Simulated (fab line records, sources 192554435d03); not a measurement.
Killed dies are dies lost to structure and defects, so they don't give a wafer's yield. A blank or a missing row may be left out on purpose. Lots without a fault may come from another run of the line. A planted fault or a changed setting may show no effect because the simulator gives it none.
Chamber matching | flow n5_finfet | N5_PMOS_HMC_CHANNEL_EPI_ETCH_38 on rie_si-04: 4 sister chambers
The step etches SiO2 in CF4, target depth 1.5 nm. 8 wafers are shown with their chamber, then 10 later ones without.

WAFERS WITH THEIR CHAMBER
wafer  | chamber | throttle_valve_pct (%) | drypump_motor_current_A (A)
L087.1 | 2       | 21.92                  | 5.4
L087.3 | 3       | 21.84                  | 5.7
L089.2 | 3       | 21.85                  | 5.7
L091.2 | 1       | 21.73                  | 4.9
L091.4 | 2       | 21.92                  | 5.4
L091.5 | 0       | 22.22                  | 5.7
L092.2 | 1       | 21.72                  | 4.9
L092.3 | 0       | 22.22                  | 5.8

WAFERS WITHOUT THEIR CHAMBER
wafer  | throttle_valve_pct (%) | drypump_motor_current_A (A)
L092.5 | 21.72                  | 4.9
L093.1 | 21.76                  | 4.9
L093.3 | 21.93                  | 5.4
L093.6 | 22.22                  | 5.8
L094.2 | 21.75                  | 4.9
L094.3 | 22.23                  | 5.7
L094.5 | 21.74                  | 4.9
L095.3 | 21.86                  | 5.7
L095.4 | 21.74                  | 4.9
L095.5 | 21.94                  | 5.4

WHICH CHAMBER EACH WENT THROUGH
wafer  | from the rows above | in truth
L092.5 | 1                   | 1
L093.1 | 1                   | 1
L093.3 | 2                   | 2
L093.6 | 0                   | 0
L094.2 | 1                   | 1
L094.3 | 0                   | 0
L094.5 | 1                   | 1
L095.3 | 3                   | 3
L095.4 | 1                   | 1
L095.5 | 2                   | 2
Placed correctly: 10 of 10. Can't be placed from these rows: 0. Placed wrongly: 0.
How it was worked out, from the rows above alone: a wafer's distance from a chamber is the root of the sum, over the readings, of the square of ((its reading less the chamber's mean) divided by the reading's scatter). The wafer belongs to the nearest chamber; if the next one is less than 2 further off, it can't be placed. A chamber's mean is the mean of its shown wafers. The scatter: the root of (the sum of the squares of (reading less its chamber's mean) over the shown wafers, divided by (wafers less chambers)).
